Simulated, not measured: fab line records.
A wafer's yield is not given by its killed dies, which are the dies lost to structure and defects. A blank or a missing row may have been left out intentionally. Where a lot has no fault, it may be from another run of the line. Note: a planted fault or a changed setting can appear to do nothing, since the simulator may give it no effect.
fab line records || flow n5Finfet || part 2 of 2: steps 21 to 30 of 30
record: {"lots": 5, "wafers": 15, "lastDay": 19}
route steps=1938 shown SD_EPI_N@292 SD_EPI_P@295
lots with no fault: from the same line, run without faults
startH: start of the lot's first displayed wafer, in hours after the record's first day || waitH: how many hours have passed since the lot's step before this one || " same as the row above || L1.1+2: several wafers, shown together as one row || - no value, or no start given || * or withheld: withheld || < > ~ a bound
route shown NAME@n: a module of which the file shows steps, and the number in the route of the first || usual: mean/standard deviation taken from wafers without a fault || same: alike in all rows || chamber/n: place in a boat || sites: per-site readings || _std_site: the standard deviation of these || _edge_site: the outer-site mean with the inner-site mean subtracted || radiusMm: for every site, how far away it sits from the centre of the wafer || mask NAME#n: copy n || behind: the last tool/chamber to shape the wafer || hold: reason for holding the lot/hours on hold/outcome of the hold || device: transistor that didn't switch, given as n, p or np || end of line: the same wafers' tests at the end of the route || for a step that has no rows: nothing shown but its recipe || killed: not the wafer's yield, but the dies lost to structure and defects at the first sort || map: a wafer's dies, x killed, . not, _ none there
set.NAME: setting as actually run; set.NAME@STEP: the setting as run at that earlier step || model.NAME: the simulator's own value behind a step, which no gauge read
lots at selected steps of the route; one table per step, one row per wafer
services: from which hour (startH, from the record's first day; less than 0 if before it) a tool's chamber was out of use, for how many hours, and why
== steps ==
step: N5_SD_EPI_P_ETCH_16
recipe: {"chemistry": "CHF3/O2", "target": "SiO2", "targetDepthA": 50, "maskMaterial": "SOC", "pressureMtorr": 30, "sourceW": 650, "biasW": 170, "Ar_flow_sccm": 200, "CHF3_flow_sccm": 50, "O2_flow_sccm": 5, "ionEnergyEv": 200}
usual: {"drypumpMotorCurrentA": "5.6/0.32", "oes_o_777_au": "0.75/0.072", "oesProductAu": "0.74/0.07", "rfFwdPowerW": "643.5/2.5", "rfVppV": "525/12", "showerheadPlenumPTorr": "2.39/0.073", "throttleValvePct": "18.93/0.19"}
{"lot.wafer": "L074.2", "tool": "rieDiel-04", "chamber": 3, "startH": 66.47, "waitH": 0.1, "drypumpMotorCurrentA": 5.7, "oes_o_777_au": 0.71, "oesProductAu": 0.70, "rfFwdPowerW": 640.6, "rfHoursCounterH": 206, "rfVppV": 515, "showerheadPlenumPTorr": 2.37, "throttleValvePct": 18.95}
{"lot.wafer": "L074.3", "tool": "rieDiel-04", "chamber": 1, "startH": 66.47, "waitH": 0.1, "drypumpMotorCurrentA": 6.3, "oes_o_777_au": 0.73, "oesProductAu": 0.71, "rfFwdPowerW": 640.9, "rfHoursCounterH": 198, "rfVppV": 511, "showerheadPlenumPTorr": 2.31, "throttleValvePct": 19.07}
{"lot.wafer": "L074.5", "tool": "rieDiel-04", "chamber": 2, "startH": 66.47, "waitH": 0.1, "drypumpMotorCurrentA": 5.2, "oes_o_777_au": 0.78, "oesProductAu": 0.75, "rfFwdPowerW": 642.2, "rfHoursCounterH": "-", "rfVppV": 534, "showerheadPlenumPTorr": 2.53, "throttleValvePct": 18.95}
{"lot.wafer": "L080.1", "tool": "rieDiel-02", "chamber": 2, "startH": 90.05, "waitH": 0.1, "drypumpMotorCurrentA": 5.5, "oes_o_777_au": 0.72, "oesProductAu": 0.72, "rfFwdPowerW": 641.4, "rfHoursCounterH": 200, "rfVppV": 544, "showerheadPlenumPTorr": 2.39, "throttleValvePct": 18.82}
{"lot.wafer": "L080.3", "tool": "rieDiel-02", "chamber": 3, "startH": 90.05, "waitH": 0.1, "drypumpMotorCurrentA": 5.7, "oes_o_777_au": 0.74, "oesProductAu": 0.73, "rfFwdPowerW": 639.2, "rfHoursCounterH": 187, "rfVppV": 508, "showerheadPlenumPTorr": 2.38, "throttleValvePct": 19.05}
{"lot.wafer": "L080.6", "tool": "rieDiel-02", "chamber": 3, "startH": 90.05, "waitH": 0.1, "drypumpMotorCurrentA": 5.7, "oes_o_777_au": 0.74, "oesProductAu": 0.73, "rfFwdPowerW": 637.0, "rfHoursCounterH": "-", "rfVppV": 507, "showerheadPlenumPTorr": 2.38, "throttleValvePct": 19.04}
{"lot.wafer": "L081.3", "tool": "rieDiel-04", "chamber": 3, "startH": 98.03, "waitH": 0.1, "drypumpMotorCurrentA": 5.7, "oes_o_777_au": 0.71, "oesProductAu": 0.69, "rfFwdPowerW": 643.4, "rfHoursCounterH": 218, "rfVppV": 513, "showerheadPlenumPTorr": 2.36, "throttleValvePct": 18.98}
{"lot.wafer": "L081.4", "tool": "rieDiel-04", "chamber": 3, "startH": 98.03, "waitH": 0.1, "drypumpMotorCurrentA": 5.7, "oes_o_777_au": 0.70, "oesProductAu": 0.69, "rfFwdPowerW": 642.9, "rfHoursCounterH": "-", "rfVppV": 513, "showerheadPlenumPTorr": 2.36, "throttleValvePct": 18.98}
{"lot.wafer": "L081.5", "tool": "rieDiel-04", "chamber": 1, "startH": 98.03, "waitH": 0.1, "drypumpMotorCurrentA": 6.2, "oes_o_777_au": 0.72, "oesProductAu": 0.71, "rfFwdPowerW": 645.6, "rfHoursCounterH": "-", "rfVppV": 511, "showerheadPlenumPTorr": 2.31, "throttleValvePct": 19.10}
{"lot.wafer": "L090.1", "tool": "rieDiel-04", "chamber": 3, "startH": 152.51, "waitH": 0.1, "drypumpMotorCurrentA": 5.7, "oes_o_777_au": 0.70, "oesProductAu": 0.69, "rfFwdPowerW": 638.4, "rfHoursCounterH": 227, "rfVppV": 511, "showerheadPlenumPTorr": 2.36, "throttleValvePct": 18.99}
{"lot.wafer": "L090.3", "tool": "rieDiel-04", "chamber": 1, "startH": 152.51, "waitH": 0.1, "drypumpMotorCurrentA": 6.3, "oes_o_777_au": 0.72, "oesProductAu": 0.71, "rfFwdPowerW": 645.0, "rfHoursCounterH": 218, "rfVppV": 511, "showerheadPlenumPTorr": 2.30, "throttleValvePct": 19.12}
{"lot.wafer": "L090.5", "tool": "rieDiel-04", "chamber": 0, "startH": 152.51, "waitH": 0.1, "drypumpMotorCurrentA": 5.8, "oes_o_777_au": 1.00, "oesProductAu": 0.98, "rfFwdPowerW": 644.8, "rfHoursCounterH": "-", "rfVppV": 507, "showerheadPlenumPTorr": 2.38, "throttleValvePct": 18.60}
{"lot.wafer": "L093.1", "tool": "rieDiel-06", "chamber": 1, "startH": 173.43, "waitH": 0.1, "drypumpMotorCurrentA": 5.7, "oes_o_777_au": 0.75, "oesProductAu": 0.74, "rfFwdPowerW": 645.3, "rfHoursCounterH": 201, "rfVppV": 526, "showerheadPlenumPTorr": 2.32, "throttleValvePct": 18.92}
{"lot.wafer": "L093.3", "tool": "rieDiel-06", "chamber": 2, "startH": 173.43, "waitH": 0.1, "drypumpMotorCurrentA": 5.3, "oes_o_777_au": 0.72, "oesProductAu": 0.71, "rfFwdPowerW": 645.9, "rfHoursCounterH": 216, "rfVppV": 534, "showerheadPlenumPTorr": 2.48, "throttleValvePct": 18.96}
{"lot.wafer": "L093.5", "tool": "rieDiel-06", "chamber": 2, "startH": 173.43, "waitH": 0.1, "drypumpMotorCurrentA": 5.3, "oes_o_777_au": 0.72, "oesProductAu": 0.72, "rfFwdPowerW": 643.3, "rfHoursCounterH": "-", "rfVppV": 534, "showerheadPlenumPTorr": 2.49, "throttleValvePct": 18.96}
step: N5_SD_EPI_P_STRIP_50
recipe: {"chemistry": "CHF3/O2", "resist": "SiARC", "rfFrequencyHz": 6e+07}
{"lot.wafer": "L074.2+3+5", "tool": "rieDiel-04", "chamber": "3,1,2", "startH": 66.51, "waitH": 0.0}
{"lot.wafer": "L080.1+3+6", "tool": "rieDiel-02", "chamber": "2,3,3", "startH": 90.09, "waitH": 0.0}
{"lot.wafer": "L081.3+4+5", "tool": "rieDiel-04", "chamber": "3,3,1", "startH": 98.07, "waitH": 0.0}
{"lot.wafer": "L090.1+3+5", "tool": "rieDiel-04", "chamber": "2,1,0", "startH": 152.55, "waitH": 0.0}
{"lot.wafer": "L093.1+3+5", "tool": "rieDiel-06", "chamber": "1,2,2", "startH": 173.47, "waitH": 0.0}
step: N5_SD_EPI_P_SD_RECESS_17
recipe: {"chemistry": "HBr/Cl2/O2", "targetDepthA": 391, "btTimeS": 3, "pressureMtorr": 10, "icpW": 800, "biasW": 112, "HBr_flow_sccm": 150, "Cl2_flow_sccm": 80, "O2_flow_sccm": 12}
usual: {"drypumpMotorCurrentA": "5.7/0.38", "oes_o_777_au": "0.994/0.025", "oesProductAu": "1.003/0.018", "rfFwdPowerW": "794/3", "throttleValvePct": "37.1/0.38"}
{"lot.wafer": "L074.2", "tool": "rieSi-04", "chamber": 2, "startH": 66.54, "waitH": 0.0, "drypumpMotorCurrentA": 5.5, "oes_o_777_au": 1.001, "oesProductAu": 1.010, "rfFwdPowerW": 796, "rfHoursCounterH": 58, "throttleValvePct": 36.7}
{"lot.wafer": "L074.3", "tool": "rieSi-04", "chamber": 3, "startH": 66.54, "waitH": 0.0, "drypumpMotorCurrentA": 6.1, "oes_o_777_au": 1.004, "oesProductAu": 0.994, "rfFwdPowerW": 795, "rfHoursCounterH": 57, "throttleValvePct": 36.7}
{"lot.wafer": "L074.5", "tool": "rieSi-04", "chamber": 3, "startH": 66.54, "waitH": 0.0, "drypumpMotorCurrentA": 6.1, "oes_o_777_au": 0.998, "oesProductAu": 0.995, "rfFwdPowerW": 792, "rfHoursCounterH": "-", "throttleValvePct": 36.8}
{"lot.wafer": "L080.1", "tool": "rieSi-04", "chamber": 1, "startH": 90.12, "waitH": 0.0, "drypumpMotorCurrentA": 5.6, "oes_o_777_au": 0.981, "oesProductAu": 1.004, "rfFwdPowerW": 790, "rfHoursCounterH": 146, "throttleValvePct": 36.5}
{"lot.wafer": "L080.3", "tool": "rieSi-04", "chamber": 1, "startH": 90.12, "waitH": 0.0, "drypumpMotorCurrentA": 5.6, "oes_o_777_au": 0.984, "oesProductAu": 1.002, "rfFwdPowerW": 796, "rfHoursCounterH": "-", "throttleValvePct": 36.5}
{"lot.wafer": "L080.6", "tool": "rieSi-04", "chamber": 1, "startH": 90.12, "waitH": 0.0, "drypumpMotorCurrentA": 5.6, "oes_o_777_au": 0.981, "oesProductAu": 1.017, "rfFwdPowerW": 792, "rfHoursCounterH": "-", "throttleValvePct": 36.5}
{"lot.wafer": "L081.3", "tool": "rieSi-06", "chamber": 3, "startH": 98.10, "waitH": 0.0, "drypumpMotorCurrentA": 5.7, "oes_o_777_au": 0.964, "oesProductAu": 0.980, "rfFwdPowerW": 794, "rfHoursCounterH": 15, "throttleValvePct": 37.3}
{"lot.wafer": "L081.4", "tool": "rieSi-06", "chamber": 0, "startH": 98.10, "waitH": 0.0, "drypumpMotorCurrentA": 6.0, "oes_o_777_au": 0.964, "oesProductAu": 0.980, "rfFwdPowerW": 792, "rfHoursCounterH": "-", "throttleValvePct": 37.7}
{"lot.wafer": "L081.5", "tool": "rieSi-06", "chamber": 2, "startH": 98.10, "waitH": 0.0, "drypumpMotorCurrentA": 5.1, "oes_o_777_au": 1.001, "oesProductAu": 1.016, "rfFwdPowerW": 792, "rfHoursCounterH": "-", "throttleValvePct": 37.2}
{"lot.wafer": "L090.1", "tool": "rieSi-06", "chamber": 0, "startH": 152.58, "waitH": 0.0, "drypumpMotorCurrentA": 6.0, "oes_o_777_au": 0.958, "oesProductAu": 0.976, "rfFwdPowerW": 792, "rfHoursCounterH": 50, "throttleValvePct": 37.7}
{"lot.wafer": "L090.3", "tool": "rieSi-06", "chamber": 3, "startH": 152.58, "waitH": 0.0, "drypumpMotorCurrentA": 5.7, "oes_o_777_au": 0.969, "oesProductAu": 0.981, "rfFwdPowerW": 786, "rfHoursCounterH": 16, "throttleValvePct": 37.4}
{"lot.wafer": "L090.5", "tool": "rieSi-06", "chamber": 1, "startH": 152.58, "waitH": 0.0, "drypumpMotorCurrentA": 5.6, "oes_o_777_au": 1.015, "oesProductAu": 1.034, "rfFwdPowerW": 796, "rfHoursCounterH": "-", "throttleValvePct": 37.2}
{"lot.wafer": "L093.1", "tool": "rieSi-02", "chamber": 0, "startH": 173.50, "waitH": 0.0, "drypumpMotorCurrentA": 5.8, "oes_o_777_au": 1.024, "oesProductAu": 1.026, "rfFwdPowerW": 796, "rfHoursCounterH": 135, "throttleValvePct": 36.9}
{"lot.wafer": "L093.3", "tool": "rieSi-02", "chamber": 1, "startH": 173.50, "waitH": 0.0, "drypumpMotorCurrentA": 6.6, "oes_o_777_au": 0.975, "oesProductAu": 0.983, "rfFwdPowerW": 794, "rfHoursCounterH": 25, "throttleValvePct": 36.8}
{"lot.wafer": "L093.5", "tool": "rieSi-02", "chamber": 3, "startH": 173.50, "waitH": 0.0, "drypumpMotorCurrentA": 6.2, "oes_o_777_au": 1.002, "oesProductAu": 1.010, "rfFwdPowerW": 789, "rfHoursCounterH": "-", "throttleValvePct": 37.6}
step: N5_SD_EPI_P_WET_ETCH_45
recipe: {"chemistry": "dHF", "dilution": "withheld", "timeS": 10.7, "target": "SiO2", "targetDepthA": 20, "tempC": 25, "dry": "ipaMarangoni", "rinseTimeS": 30, "rinseTempC": 23}
same: {"timeS": 10.7}
{"lot.wafer": "L074.2+3+5", "tool": "wetBench-02", "chamber": "2,7,3", "startH": 66.63, "waitH": 0.1}
{"lot.wafer": "L080.1+3+6", "tool": "wetBench-04", "chamber": "2,3,1", "startH": 90.25, "waitH": 0.1}
{"lot.wafer": "L081.3+4+5", "tool": "wetBench-06", "chamber": "7,4,1", "startH": 98.20, "waitH": 0.1}
{"lot.wafer": "L090.1+3+5", "tool": "wetBench-04", "chamber": "4,2,7", "startH": 152.67, "waitH": 0.1}
{"lot.wafer": "L093.1+3+5", "tool": "wetBench-02", "chamber": "5,6,4", "startH": 173.60, "waitH": 0.1}
step: N5_SD_EPI_P_STRIP_40
recipe: {"chemistry": "N2/H2", "powerW": 1000, "tempC": 250, "h2Frac": 0.65, "overashFraction": 0.3, "pressureMtorr": "withheld", "n2FlowSccm": 1750, "h2FlowSccm": 3250}
usual: {"drypumpMotorCurrentA": "6.0/0.31", "heaterPowerW": "333/31", "n2FlowSccm": "1751/5.6", "oesProductAu": "0.762/0.011"}
{"lot.wafer": "L074.2", "tool": "plasmaAsher-02", "chamber": 1, "startH": 66.68, "waitH": 0.0, "drypumpMotorCurrentA": 5.5, "heaterPowerW": 336, "n2FlowSccm": 1761, "oesProductAu": 0.758, "rfHoursCounterH": 35}
{"lot.wafer": "L074.3", "tool": "plasmaAsher-02", "chamber": 1, "startH": 66.68, "waitH": 0.0, "drypumpMotorCurrentA": 5.5, "heaterPowerW": 341, "n2FlowSccm": 1760, "oesProductAu": 0.764, "rfHoursCounterH": "-"}
{"lot.wafer": "L074.5", "tool": "plasmaAsher-02", "chamber": 1, "startH": 66.68, "waitH": 0.0, "drypumpMotorCurrentA": 5.6, "heaterPowerW": 340, "n2FlowSccm": 1757, "oesProductAu": 0.749, "rfHoursCounterH": "-"}
{"lot.wafer": "L080.1", "tool": "plasmaAsher-01", "chamber": 1, "startH": 90.30, "waitH": 0.0, "drypumpMotorCurrentA": 6.3, "heaterPowerW": 365, "n2FlowSccm": 1754, "oesProductAu": 0.764, "rfHoursCounterH": 88}
{"lot.wafer": "L080.3", "tool": "plasmaAsher-01", "chamber": 1, "startH": 90.30, "waitH": 0.0, "drypumpMotorCurrentA": 6.3, "heaterPowerW": 359, "n2FlowSccm": 1747, "oesProductAu": 0.768, "rfHoursCounterH": "-"}
{"lot.wafer": "L080.6", "tool": "plasmaAsher-01", "chamber": 1, "startH": 90.30, "waitH": 0.0, "drypumpMotorCurrentA": 6.3, "heaterPowerW": 370, "n2FlowSccm": 1749, "oesProductAu": 0.745, "rfHoursCounterH": "-"}
{"lot.wafer": "L081.3", "tool": "plasmaAsher-01", "chamber": 1, "startH": 98.27, "waitH": 0.0, "drypumpMotorCurrentA": 6.4, "heaterPowerW": 362, "n2FlowSccm": 1758, "oesProductAu": 0.755, "rfHoursCounterH": "-"}
{"lot.wafer": "L081.4", "tool": "plasmaAsher-01", "chamber": 0, "startH": 98.27, "waitH": 0.0, "drypumpMotorCurrentA": 6.2, "heaterPowerW": 339, "n2FlowSccm": 1748, "oesProductAu": 0.751, "rfHoursCounterH": "-"}
{"lot.wafer": "L081.5", "tool": "plasmaAsher-01", "chamber": 1, "startH": 98.27, "waitH": 0.0, "drypumpMotorCurrentA": 6.4, "heaterPowerW": 362, "n2FlowSccm": 1761, "oesProductAu": 0.753, "rfHoursCounterH": "-"}
{"lot.wafer": "L090.1", "tool": "plasmaAsher-02", "chamber": 1, "startH": 152.72, "waitH": 0.0, "drypumpMotorCurrentA": 5.5, "heaterPowerW": 345, "n2FlowSccm": 1740, "oesProductAu": 0.785, "rfHoursCounterH": 54}
{"lot.wafer": "L090.3", "tool": "plasmaAsher-02", "chamber": 1, "startH": 152.72, "waitH": 0.0, "drypumpMotorCurrentA": 5.5, "heaterPowerW": 343, "n2FlowSccm": 1741, "oesProductAu": 0.768, "rfHoursCounterH": "-"}
{"lot.wafer": "L090.5", "tool": "plasmaAsher-02", "chamber": 1, "startH": 152.72, "waitH": 0.0, "drypumpMotorCurrentA": 5.5, "heaterPowerW": 350, "n2FlowSccm": 1745, "oesProductAu": 0.754, "rfHoursCounterH": "-"}
{"lot.wafer": "L093.1", "tool": "plasmaAsher-02", "chamber": 0, "startH": 173.65, "waitH": 0.0, "drypumpMotorCurrentA": 5.7, "heaterPowerW": 271, "n2FlowSccm": 1751, "oesProductAu": 0.760, "rfHoursCounterH": 58}
{"lot.wafer": "L093.3", "tool": "plasmaAsher-02", "chamber": 0, "startH": 173.65, "waitH": 0.0, "drypumpMotorCurrentA": 5.7, "heaterPowerW": 276, "n2FlowSccm": 1746, "oesProductAu": 0.780, "rfHoursCounterH": "-"}
{"lot.wafer": "L093.5", "tool": "plasmaAsher-02", "chamber": 1, "startH": 173.65, "waitH": 0.0, "drypumpMotorCurrentA": 5.5, "heaterPowerW": 328, "n2FlowSccm": 1755, "oesProductAu": 0.743, "rfHoursCounterH": "-"}
step: N5_SD_EPI_P_PRECLEAN_52
recipe: {"chemistry": "O3/DIW", "timeS": 60, "tempC": 22, "o3Ppm": 10}
same: {"timeS": 60}
{"lot.wafer": "L074.2+3+5", "tool": "wetBench-06", "chamber": "2,3,6", "startH": 66.77, "waitH": "-"}
{"lot.wafer": "L080.1+3+6", "tool": "wetBench-02", "chamber": "4,1,2", "startH": 90.39, "waitH": "-"}
{"lot.wafer": "L081.3+4+5", "tool": "wetBench-02", "chamber": "0,1,5", "startH": 98.33, "waitH": "-"}
{"lot.wafer": "L090.1+3+5", "tool": "wetBench-06", "chamber": "1,7,5", "startH": 152.81, "waitH": "-"}
{"lot.wafer": "L093.1+3+5", "tool": "wetBench-04", "chamber": "7,0,4", "startH": 173.74, "waitH": "-"}
step: N5_SD_EPI_P_SRD_20
recipe: {"dry": "ipaMarangoni", "doPpb": 5, "timeS": 30, "tempC": 23, "rinseLiquid": "diw"}
same: {"timeS": 30}
{"lot.wafer": "L074.2+3+5", "tool": "wetBench-06", "chamber": "2,3,6", "startH": 66.79, "waitH": 0.0}
{"lot.wafer": "L080.1+3+6", "tool": "wetBench-02", "chamber": "4,1,2", "startH": 90.41, "waitH": 0.0}
{"lot.wafer": "L081.3+4+5", "tool": "wetBench-02", "chamber": "0,1,5", "startH": 98.35, "waitH": 0.0}
{"lot.wafer": "L090.1+3+5", "tool": "wetBench-06", "chamber": "1,7,5", "startH": 152.83, "waitH": 0.0}
{"lot.wafer": "L093.1+3+5", "tool": "wetBench-04", "chamber": "7,0,4", "startH": 173.76, "waitH": 0.0}
step: N5_SD_EPI_P_PRECLEAN_51
recipe: {"chemistry": "NF3:NH3", "afsCycles": 1, "tempC": 30, "timeS": 20, "sublimationTempC": 180, "sublimationTimeS": 60, "pressureTorr": 3, "rfPowerW": 30}
usual: {"rfFwdPowerW": "29.76/0.11"}
same: {"sublimationTimeS": 60, "timeS": 20}
{"lot.wafer": "L074.2", "tool": "epiRpcvd-03", "chamber": 0, "startH": 66.88, "waitH": 0.1, "rfFwdPowerW": 29.70}
{"lot.wafer": "L074.3", "tool": "epiRpcvd-03", "chamber": 0, "startH": 66.88, "waitH": 0.1, "rfFwdPowerW": 29.85}
{"lot.wafer": "L074.5", "tool": "epiRpcvd-03", "chamber": 0, "startH": 66.88, "waitH": 0.1, "rfFwdPowerW": 29.57}
{"lot.wafer": "L080.1", "tool": "epiRpcvd-03", "chamber": 0, "startH": 90.46, "waitH": 0.0, "rfFwdPowerW": 29.67}
{"lot.wafer": "L080.3", "tool": "epiRpcvd-03", "chamber": 0, "startH": 90.46, "waitH": 0.0, "rfFwdPowerW": 29.71}
{"lot.wafer": "L080.6", "tool": "epiRpcvd-03", "chamber": 0, "startH": 90.46, "waitH": 0.0, "rfFwdPowerW": 29.77}
{"lot.wafer": "L081.3", "tool": "epiRpcvd-02", "chamber": 0, "startH": 98.46, "waitH": 0.1, "rfFwdPowerW": 29.87}
{"lot.wafer": "L081.4", "tool": "epiRpcvd-02", "chamber": 0, "startH": 98.46, "waitH": 0.1, "rfFwdPowerW": 29.80}
{"lot.wafer": "L081.5", "tool": "epiRpcvd-02", "chamber": 0, "startH": 98.46, "waitH": 0.1, "rfFwdPowerW": 29.88}
{"lot.wafer": "L090.1", "tool": "epiRpcvd-03", "chamber": 0, "startH": 152.88, "waitH": 0.0, "rfFwdPowerW": 29.72}
{"lot.wafer": "L090.3", "tool": "epiRpcvd-03", "chamber": 0, "startH": 152.88, "waitH": 0.0, "rfFwdPowerW": 29.93}
{"lot.wafer": "L090.5", "tool": "epiRpcvd-03", "chamber": 0, "startH": 152.88, "waitH": 0.0, "rfFwdPowerW": 29.71}
{"lot.wafer": "L093.1", "tool": "epiRpcvd-03", "chamber": 0, "startH": 173.80, "waitH": 0.0, "rfFwdPowerW": 29.83}
{"lot.wafer": "L093.3", "tool": "epiRpcvd-03", "chamber": 0, "startH": 173.80, "waitH": 0.0, "rfFwdPowerW": 29.67}
{"lot.wafer": "L093.5", "tool": "epiRpcvd-03", "chamber": 0, "startH": 173.80, "waitH": 0.0, "rfFwdPowerW": 29.65}
step: N5_SD_EPI_P_VAPOR_ETCH_44
recipe: {"chemistry": "NF3/Ar", "target": "SiGe30", "tempC": 25, "timeS": 3.3, "mode": "isotropic"}
same: {"timeS": 3.3}
{"lot.wafer": "L074.2+3+5", "tool": "epiRpcvd-03", "chamber": 0, "startH": 67.12, "waitH": 0.2}
{"lot.wafer": "L080.1+3+6", "tool": "epiRpcvd-03", "chamber": 0, "startH": 90.64, "waitH": 0.1}
{"lot.wafer": "L081.3+4+5", "tool": "epiRpcvd-02", "chamber": 0, "startH": 98.64, "waitH": 0.1}
{"lot.wafer": "L090.1+3+5", "tool": "epiRpcvd-03", "chamber": 0, "startH": 153.06, "waitH": 0.1}
{"lot.wafer": "L093.1+3+5", "tool": "epiRpcvd-03", "chamber": 0, "startH": 174.04, "waitH": 0.2}
step: N5_SD_EPI_P_EPI_21
recipe: {"material": "SiGe:B", "dopant": "B", "tempC": 550, "pressureTorr": 20, "ambient": "H2", "timeS": 355}
same: {"epiGrowthTimeS": 355, "timeS": 355}
{"lot.wafer": "L074.2+3+5", "tool": "epiRpcvd-03", "chamber": 0, "startH": 67.80, "waitH": 0.6}
{"lot.wafer": "L080.1+3+6", "tool": "epiRpcvd-03", "chamber": 0, "startH": 90.82, "waitH": 0.1}
{"lot.wafer": "L081.3+4+5", "tool": "epiRpcvd-02", "chamber": 0, "startH": 99.48, "waitH": 0.8}
{"lot.wafer": "L090.1+3+5", "tool": "epiRpcvd-03", "chamber": 0, "startH": 153.24, "waitH": 0.1}
{"lot.wafer": "L093.1+3+5", "tool": "epiRpcvd-03", "chamber": 0, "startH": 174.22, "waitH": 0.1}
== services ==
{"tool": "aldSin-02", "chamber": 0, "startH": 47.97, "hours": 1.5, "kind": "repair"}
{"tool": "arfiScanner-01", "chamber": "-", "startH": 53.72, "hours": 3.9, "kind": "repair"}
{"tool": "arfiScanner-01", "chamber": "-", "startH": 64.07, "hours": 1.3, "kind": "pm"}
{"tool": "plasmaAsher-01", "chamber": "-", "startH": 66.42, "hours": 4.4, "kind": "repair"}
{"tool": "rieDiel-02", "chamber": "-", "startH": 70.01, "hours": 0.2, "kind": "repair"}
{"tool": "rieSi-04", "chamber": "-", "startH": 74.08, "hours": 0.7, "kind": "repair"}
{"tool": "arfiScanner-01", "chamber": "-", "startH": 76.30, "hours": 3.0, "kind": "pm"}
{"tool": "rieSi-04", "chamber": 2, "startH": 87.27, "hours": 5.8, "kind": "repair"}
{"tool": "rieSi-04", "chamber": 3, "startH": 89.37, "hours": 8.2, "kind": "repair"}
{"tool": "arfiScanner-01", "chamber": "-", "startH": 91.20, "hours": 1.0, "kind": "pm"}
{"tool": "arfiScanner-03", "chamber": "-", "startH": 96.25, "hours": 0.8, "kind": "pm"}
{"tool": "rieSi-06", "chamber": 3, "startH": 98.29, "hours": 6.3, "kind": "repair"}
{"tool": "rieDiel-06", "chamber": 0, "startH": 104.78, "hours": 5.5, "kind": "repair"}
{"tool": "rieDiel-04", "chamber": "-", "startH": 116.06, "hours": 28.1, "kind": "pm"}
{"tool": "arfiScanner-01", "chamber": "-", "startH": 122.31, "hours": 1.0, "kind": "pm"}
{"tool": "rieSi-06", "chamber": "-", "startH": 130.95, "hours": 0.1, "kind": "repair"}
{"tool": "arfiScanner-03", "chamber": "-", "startH": 131.84, "hours": 1.3, "kind": "pm"}
{"tool": "rieSi-06", "chamber": "-", "startH": 142.29, "hours": 0.3, "kind": "repair"}
{"tool": "arfiScanner-03", "chamber": "-", "startH": 145.15, "hours": 3.9, "kind": "pm"}
{"tool": "epiRpcvd-02", "chamber": "-", "startH": 148.66, "hours": 9.2, "kind": "repair"}
{"tool": "rieDiel-02", "chamber": 1, "startH": 154.13, "hours": 5.4, "kind": "repair"}
{"tool": "arfiScanner-01", "chamber": "-", "startH": 156.64, "hours": 0.8, "kind": "pm"}
{"tool": "rieDiel-04", "chamber": 3, "startH": 167.41, "hours": 8.7, "kind": "repair"}
{"tool": "arfiScanner-03", "chamber": "-", "startH": 168.65, "hours": 1.0, "kind": "pm"}
